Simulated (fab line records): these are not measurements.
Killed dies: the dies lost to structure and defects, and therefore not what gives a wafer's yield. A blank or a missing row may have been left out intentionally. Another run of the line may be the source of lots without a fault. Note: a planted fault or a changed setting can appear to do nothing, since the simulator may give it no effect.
Chamber matching / flow n5Finfet / pecvd-03 running N5_BEOL_M9_ILD_DEP_00: 3 sister chambers
The step deposits SiCOH lowk from DEMS/porogen, target thk 308.51 nm, time 58 s. 16 wafers are shown with their chamber, then 8 later ones without.

## WAFERS, EACH WITH ITS CHAMBER
wafer=L076.1; chamber=0; throttleValvePct (%)=13.7; heaterPowerW (W)=183; showerheadPlenumPTorr (Torr)=5.736
wafer=L076.3; chamber=1; throttleValvePct (%)=13.4; heaterPowerW (W)=330; showerheadPlenumPTorr (Torr)=5.734
wafer=L076.4; chamber=2; throttleValvePct (%)=12.3; heaterPowerW (W)=285; showerheadPlenumPTorr (Torr)=5.700
wafer=L080.1; chamber=1; throttleValvePct (%)=13.8; heaterPowerW (W)=330; showerheadPlenumPTorr (Torr)=5.744
wafer=L080.2; chamber=0; throttleValvePct (%)=13.3; heaterPowerW (W)=188; showerheadPlenumPTorr (Torr)=5.732
wafer=L080.6; chamber=2; throttleValvePct (%)=12.0; heaterPowerW (W)=311; showerheadPlenumPTorr (Torr)=5.713
wafer=L081.1; chamber=2; throttleValvePct (%)=12.5; heaterPowerW (W)=338; showerheadPlenumPTorr (Torr)=5.722
wafer=L081.3; chamber=1; throttleValvePct (%)=13.3; heaterPowerW (W)=340; showerheadPlenumPTorr (Torr)=5.746
wafer=L081.4; chamber=2; throttleValvePct (%)=12.1; heaterPowerW (W)=271; showerheadPlenumPTorr (Torr)=5.704
wafer=L085.4; chamber=0; throttleValvePct (%)=13.4; heaterPowerW (W)=185; showerheadPlenumPTorr (Torr)=5.727
wafer=L085.5; chamber=1; throttleValvePct (%)=13.6; heaterPowerW (W)=298; showerheadPlenumPTorr (Torr)=5.734
wafer=L085.6; chamber=2; throttleValvePct (%)=12.3; heaterPowerW (W)=337; showerheadPlenumPTorr (Torr)=5.697
wafer=L088.2; chamber=0; throttleValvePct (%)=13.5; heaterPowerW (W)=208; showerheadPlenumPTorr (Torr)=5.741
wafer=L088.4; chamber=0; throttleValvePct (%)=13.4; heaterPowerW (W)=154; showerheadPlenumPTorr (Torr)=5.729
wafer=L088.6; chamber=2; throttleValvePct (%)=12.5; heaterPowerW (W)=337; showerheadPlenumPTorr (Torr)=5.708
wafer=L089.1; chamber=2; throttleValvePct (%)=12.2; heaterPowerW (W)=342; showerheadPlenumPTorr (Torr)=5.713

SIGNATURES (means of the wafers above)
reading=throttleValvePct; chamber 0=13.460; chamber 1=13.525; chamber 2=12.271; scatter within a chamber=0.187
reading=heaterPowerW; chamber 0=183.60; chamber 1=324.50; chamber 2=317.29; scatter within a chamber=24.1
reading=showerheadPlenumPTorr; chamber 0=5.73300; chamber 1=5.73950; chamber 2=5.70814; scatter within a chamber=0.00732
Rule: distance of a wafer from a chamber = root of the sum over the readings of ((wafer's reading minus chamber's mean) / reading's scatter) squared. If the next closest chamber is less than 2 further off than the closest, the wafer can't be placed; otherwise it belongs to the closest. The scatter is the square root of a quotient: the sum, over the shown wafers, of each reading's squared deviation from its chamber's mean, divided by wafers minus chambers.

## WAFERS WITH NO CHAMBER GIVEN
wafer=L089.4; throttleValvePct (%)=13.7; heaterPowerW (W)=197; showerheadPlenumPTorr (Torr)=5.733
wafer=L089.6; throttleValvePct (%)=13.3; heaterPowerW (W)=320; showerheadPlenumPTorr (Torr)=5.752
wafer=L090.2; throttleValvePct (%)=13.3; heaterPowerW (W)=331; showerheadPlenumPTorr (Torr)=5.754
wafer=L090.3; throttleValvePct (%)=13.2; heaterPowerW (W)=265; showerheadPlenumPTorr (Torr)=5.740
wafer=L090.4; throttleValvePct (%)=12.1; heaterPowerW (W)=332; showerheadPlenumPTorr (Torr)=5.699
wafer=L094.2; throttleValvePct (%)=13.4; heaterPowerW (W)=186; showerheadPlenumPTorr (Torr)=5.739
wafer=L094.4; throttleValvePct (%)=12.3; heaterPowerW (W)=280; showerheadPlenumPTorr (Torr)=5.721
wafer=L094.5; throttleValvePct (%)=13.9; heaterPowerW (W)=186; showerheadPlenumPTorr (Torr)=5.726

## WHICH CHAMBER EACH WENT THROUGH
wafer=L089.4; from the rows above=0; in truth=0
wafer=L089.6; from the rows above=1; in truth=1
wafer=L090.2; from the rows above=1; in truth=1
wafer=L090.3; from the rows above=can't be placed: 1 or 0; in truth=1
wafer=L090.4; from the rows above=2; in truth=2
wafer=L094.2; from the rows above=0; in truth=0
wafer=L094.4; from the rows above=2; in truth=2
wafer=L094.5; from the rows above=0; in truth=0
Placed correctly: 7 of 8. Cannot be placed on the basis of these rows: 1; the candidates contain the true chamber in 1. Placed wrongly: 0.
